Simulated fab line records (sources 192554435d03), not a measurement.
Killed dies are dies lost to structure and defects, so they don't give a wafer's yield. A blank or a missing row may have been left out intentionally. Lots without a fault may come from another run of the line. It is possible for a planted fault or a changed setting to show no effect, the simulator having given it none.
Split-lot trial	flow n5 finfet	on a route of 1938 steps: 7 lots, 21 wafers read

ABOUT THE SPLIT
At N5_BEOL_M0_TRENCH_ETCH_107 (etches SiOC in C4F6/O2, target depth 32.8 nm, time 16.4 s), the setting target depth a was moved away from the recipe's 328 angstrom on 5 of the 21 wafers read, by -9.8% to +9.5%. This setting was run at the recipe's value on the other wafers.

FROM SPLIT TO READING: 1 step shown by the file between the two
- N5_BEOL_M0_STRIP_142: strips in N2/H2, time 10 s

THE READING
trench depth nm, in nm, at N5_BEOL_M0_OCD_MEAS_108. Fault-free wafers of this fab line usually give 32.7 nm, standard deviation 0.51 nm.

wafer	tool, chamber at the split	target depth a as run, angstrom	against the recipe	trench depth nm, nm	against lot-mates on the recipe
L074.1	rie diel-02, 1	328	recipe	33.1	-
L074.2	rie diel-02, 2,3	328	recipe	32.2	-
L074.3	rie diel-02, 2,3	328	recipe	32.5	-
L076.1	rie diel-02, 0	328	recipe	33.0	-
L076.2	rie diel-02, 3	295.8	-9.8%	29.7	-3.2
L076.6	rie diel-02, 3	328	recipe	32.8	-
L083.3	rie diel-06, 3	359.3	+9.5%	36.3	+3.2
L083.4	rie diel-06, 0	328	recipe	32.9	-
L083.5	rie diel-06, 3	328	recipe	33.3	-
L089.1	rie diel-02, 2	328	recipe	32.5	-
L089.4	rie diel-02, 0,1	328	recipe	33.3	-
L089.5	rie diel-02, 0,1	328	recipe	32.7	-
L092.1	rie diel-01, 3	315.4	-3.8%	30.4	no lot-mate on the recipe
L092.4	rie diel-01, 0	315.4	-3.8%	31.5	no lot-mate on the recipe
L092.6	rie diel-01, 0	315.4	-3.8%	31.2	no lot-mate on the recipe
L095.1	rie diel-06, 3,0	328	recipe	33.2	-
L095.3	rie diel-06, 1	328	recipe	33.0	-
L095.4	rie diel-06, 3,0	328	recipe	33.5	-
L096.2	rie diel-02, 1	328	recipe	32.6	-
L096.4	rie diel-02, 3	328	recipe	32.7	-
L096.5	rie diel-02, 3	328	recipe	32.5	-
Rows listing several chambers each stand for several wafers; the file does not say which wafer went through which chamber.

FIT RESULTS
A straight line over all 21 wafers: trench depth nm changes by +0.364 nm for each +1% of target depth a; r = +0.95; the points scatter about the line by 0.42 nm.
The same after taking each lot's own level away (the mean of its wafers on the recipe; 18 wafers): +0.331 nm for each +1%; r = +0.98; scatter 0.25 nm.
The reading moves by 3.2 nm for the largest change in target depth a, on that fit.
From 32.60 to 33.23 nm: that is the span of the lots' own levels, equal to 1.2 times the standard deviation above.
Hence the slope depends on the lot-to-lot level, as the two fits are not the same.
Check: -3.29 nm against its lot-mates is what the line predicts for one of the wafers moved furthest among these (-9.8%) when that wafer is left out of the fit. Against them it came out at -3.2 nm.

OTHER SPLITS APPLIED TO THESE WAFERS
These wafers also went through other splits before the reading. Each is held against what the fit with the lots' levels taken away leaves over:
other split on the same wafers	wafers away from the commonest value	r with trench depth nm (lot level and that fit taken away)
N5_MOL_CONTACT_COAG_CONTACT_ETCH_14 time s	12	+0.05
N5_MOL_CONTACT_COAG_COAT_76 spin rpm	8	+0.05
N5_MOL_CONTACT_COAG_COAT_78 spin rpm	8	-0.10
N5_BEOL_M0_SAQP_EXPOSE_37 dose mj	5	+0.05
N5_BEOL_M0_ETCH_128 source w	6	+0.04

THE WHOLE CHAIN: every reading that the file lists as answering this split, in the file's order
step	what it does	reading	change (the file's fit)	r (the file's)
N5_BEOL_M0_TRENCH_ETCH_107	etches SiOC in C4F6/O2, target depth 32.8 nm, time 16.4 s	BEOL_M0.feature depth nm (the simulator's own value, which no gauge read)	+0.32 nm for each +1% of the setting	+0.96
N5_BEOL_M0_OCD_MEAS_108		trench depth nm	+0.332 nm for each +1% of the setting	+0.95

FILE'S OWN FIT
trench depth nm changes by +0.332 nm for each +1% of target depth a, r = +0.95.
